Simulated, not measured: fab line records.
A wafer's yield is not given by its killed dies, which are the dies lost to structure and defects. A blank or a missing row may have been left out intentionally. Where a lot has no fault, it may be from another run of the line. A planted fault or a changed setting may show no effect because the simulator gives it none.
Struck lot and sound lot, side by side / flow n5 finfet / 44 out of 1938 route steps
Sound: these wafers, L537.1, L537.2, L537.4. Struck: wafer L545.5. (L545.3 of the same lot was not struck and is left out.) The cause comes at the end.
For every step that has rows: the tool of each side, followed by ch and its chambers, followed by its first start. Under that, the readings that differ: sound wafers / struck wafers / difference of the means / sigmas: that difference in standard deviations of wafers without a fault.
alike: a reading whose means differ by less than 2 such deviations, as well as words and numbers matching on both sides. not compared: withheld readings; readings where some wafer has no value; bounds like >300 that might hide an equal value; numbers whose values overlap and for which the record gives no deviation.
The two part at a step that has a row with sigmas, a row that says differs or no value, or rows on one side only. When numbers do not overlap yet have no deviation, they are printed without sigmas and do not part them. A reading missing from all wafers of one side parts the sides only when that side holds two or more wafers.

first, 4 steps without rows for these wafers: N5_BEOL_M1_STRIP_36 (strips in N2/H2); N5_BEOL_M1_TRENCH_ETCH_37 (etches SiOC in C4F6/O2, target depth 55.207 nm, time 29 s); N5_BEOL_M1_ETCH_41 (etches SiCN in CH3F/O2, target depth 31.9 nm, time 57.8 s); N5_BEOL_M1_STRIP_97 (strips in N2/H2, time 10 s).
N5_BEOL_M1_OCD_MEAS_38:
  sound: ocd-01 at day 9 08:52; struck: ocd-01 at day 10 19:36
  alike: trench depth nm
then, 4 steps without rows for these wafers: N5_BEOL_M1_HM_STRIP_39 (strips TiN in peroxide tin strip, target depth 25 nm, time 158 s); N5_BEOL_M1_SRD_40 (time 30 s); N5_BEOL_M1_PRECLEAN_42 (cleans in residue remover, time 60 s); N5_BEOL_M1_SRD_43 (time 30 s).
N5_BEOL_M1_CD_MEAS_35: target cd 18 nm, target cd y 21 nm.
  sound: cd sem-02 at day 9 09:07; struck: cd sem-01 at day 10 19:51
  alike: cd nm
then, 1 step without rows for these wafers: N5_BEOL_M1_DEGAS_44 (time 60 s).
N5_BEOL_M1_PRE_CLEAN_45: time 30 s.
  sound: pvd sputter-02 at day 9 09:23; struck: pvd sputter-01 at day 10 20:08
  alike: heater power w
N5_BEOL_M1_ALD_84: deposits TaN, pulse time 2 s, purge time 3 s, co reactant purge time 2 s.
  sound on ald metal-03 ch 0,1,3, day 9 09:26; struck on ald metal-04 ch 1, day 10 20:12
reading=ald cycles; sound=30 30 30; struck=46; difference=+16; sigmas=
reading=heater power w (W); sound=478 505 451; struck=357; difference=-121; sigmas=-2
  alike: mfc carrier sccm, precursor vessel carrier sccm
  not compared: model.TaN_of_BEOL_M1_ALD_84.thk nm
then, 2 steps without rows for these wafers: N5_BEOL_M1_SURFACE_TREAT_85; N5_BEOL_M1_CVD_47 (deposits Co from CCTBA/H2, target thk 3 nm, time 223.8 s).
N5_BEOL_M1_SPUTTER_48: material Cu, target thk 4.5 nm, time 8.29 s.
  sound: pvd sputter-02 at day 9 10:08; struck: pvd sputter-01 at day 10 20:54
reading=throttle valve pct (%); sound=29.9 29.4 29.7; struck=31.2; difference=+1.5; sigmas=+2
then, 1 step without rows for these wafers: N5_BEOL_M1_ANNEAL_49 (time 240 s).
N5_BEOL_M1_SPUTTER_79: material Cu, target thk 4.5 nm, time 8.29 s.
  sound: pvd sputter-02 at day 9 10:22; struck: pvd sputter-01 at day 10 21:07
reading=throttle valve pct (%); sound=29.5 29.4 30.0; struck=31.2; difference=+1.6; sigmas=+2
then, 5 steps without rows for these wafers: N5_BEOL_M1_ANNEAL_80 (time 240 s); N5_BEOL_M1_SPUTTER_81 (material Cu, target thk 4.5 nm, time 8.29 s); N5_BEOL_M1_ANNEAL_82 (time 240 s); N5_BEOL_M1_SPUTTER_86 (material Cu, target thk 4.5 nm, time 8.29 s); N5_BEOL_M1_ANNEAL_87 (time 240 s).
N5_BEOL_M1_SPUTTER_88: material Cu, target thk 4.5 nm, time 8.29 s.
  sound: pvd sputter-02 at day 9 11:01; struck: pvd sputter-01 at day 10 21:47
reading=throttle valve pct (%); sound=29.8 29.3 29.7; struck=31.1; difference=+1.5; sigmas=+2
then, 5 steps without rows for these wafers: N5_BEOL_M1_ANNEAL_89 (time 240 s); N5_BEOL_M1_SPUTTER_90 (material Cu, target thk 4.5 nm, time 8.29 s); N5_BEOL_M1_ANNEAL_91 (time 240 s); N5_BEOL_M1_SPUTTER_92 (material Cu, target thk 4.5 nm, time 8.29 s); N5_BEOL_M1_ANNEAL_93 (time 240 s).
N5_BEOL_M1_SPUTTER_94: material Cu, target thk 4.5 nm, time 8.29 s.
  sound: pvd sputter-02 at day 9 11:41; struck: pvd sputter-01 at day 10 22:26
reading=throttle valve pct (%); sound=29.7 29.3 30.1; struck=31.3; difference=+1.6; sigmas=+2
then, 5 steps without rows for these wafers: N5_BEOL_M1_ANNEAL_95 (time 240 s); N5_BEOL_M1_SPUTTER_96 (material Cu, target thk 4.5 nm, time 8.29 s); N5_BEOL_M1_ECD_50 (material Cu, target thk 300 nm); N5_BEOL_M1_ANNEAL_51 (time 90 s); N5_BEOL_M1_CMP_52 (polishes, stops on SiOC, t overpolish 6.8 s, target thk 40 nm).
N5_BEOL_M1_THK_MEAS_53: measures by xrf.
  sound: film metro-01 at day 9 12:49; struck: film metro-02 at day 10 23:37
  alike: M1_THK
then, 4 steps without rows for these wafers: N5_BEOL_M1_PRE_CLEAN_60 (time 15 s); N5_BEOL_M1_CO_CAP_55 (material Co, precursor CCTBA/H2, target thk 2 nm, time 102.1 s); N5_BEOL_M1_PRE_CLEAN_56 (time 15 s); N5_BEOL_M1_DEP_57 (deposits SiCN from 3MS/NH3, target thk 8 nm, time 14 s).
N5_BEOL_M1_RS_MEAS_58: the measuring method here is four-point-probe.
  sound: film metro-02 at day 9 13:07; struck: film metro-01 at day 10 23:52
  alike: M1_RS
N5_BEOL_M1_INSPECT_59: inspects for defects (darkfield).
  sound: defect inspect-01 at day 9 13:08; struck: defect inspect-01 at day 10 23:54
  alike: raw defect count
-- a jump in the record: the struck wafers' starts before and after are 4 days apart (it breaks off in module BEOL_M1 and resumes in module BEOL_M4, where the first step shown is number 1111 of the route) --
N5_BEOL_M4_RC_MEAS_101:
  sound on prober-02 ch 0, day 13 22:44; struck on prober-01 ch 0, day 15 09:01
reading=CHAIN_V0 (ohm/link); sound=243 268 228; struck=381; difference=+135; sigmas=+10
reading=CHAIN_V0_max_site (ohm/link); sound=251 279 238; struck=408; difference=+152; sigmas=+11
reading=SERP_M1 (ohm/um); sound=230 245 169; struck=296; difference=+81; sigmas=+4
reading=SERP_M1_max_site (ohm/um); sound=249 266 186; struck=321; difference=+87; sigmas=+4
  alike: DIBL_N, DIBL_P, IOFF_N, IOFF_P, ION_N, ION_P, SS_N, SS_P, VT_N, VT_P
-- a jump in the record: the struck wafers' starts before and after are 5 days apart (it breaks off in module BEOL_M4 and resumes in module PASSIVATION, where the first step shown is number 1936 of the route) --
N5_PASSIVATION_PROBE_49:
  sound: prober-02 at day 18 22:13; struck: prober-02 at day 20 11:48
  alike: defect limited yield, killed_at_M0_to_M3, killed_at_M4_up, killed at contacts, killed at front end, killed at other, killed dies, killed on rim, killed open, killed short, sort_bin_4_leakage, sort_bin_5_function, sort_bin_6_memory, sort_bin_8_speed, sort n pass

== WHERE THEY PART ==
Last at N5_BEOL_M4_RC_MEAS_101 as far as this record goes, first at N5_BEOL_M1_ALD_84. Later steps at which nothing parts them and some readings are alike: N5_PASSIVATION_PROBE_49.

WHY: the cause the simulator had injected
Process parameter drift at N5_BEOL_M1_ALD_84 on ald metal-04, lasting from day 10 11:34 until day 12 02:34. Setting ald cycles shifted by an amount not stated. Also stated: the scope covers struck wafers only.
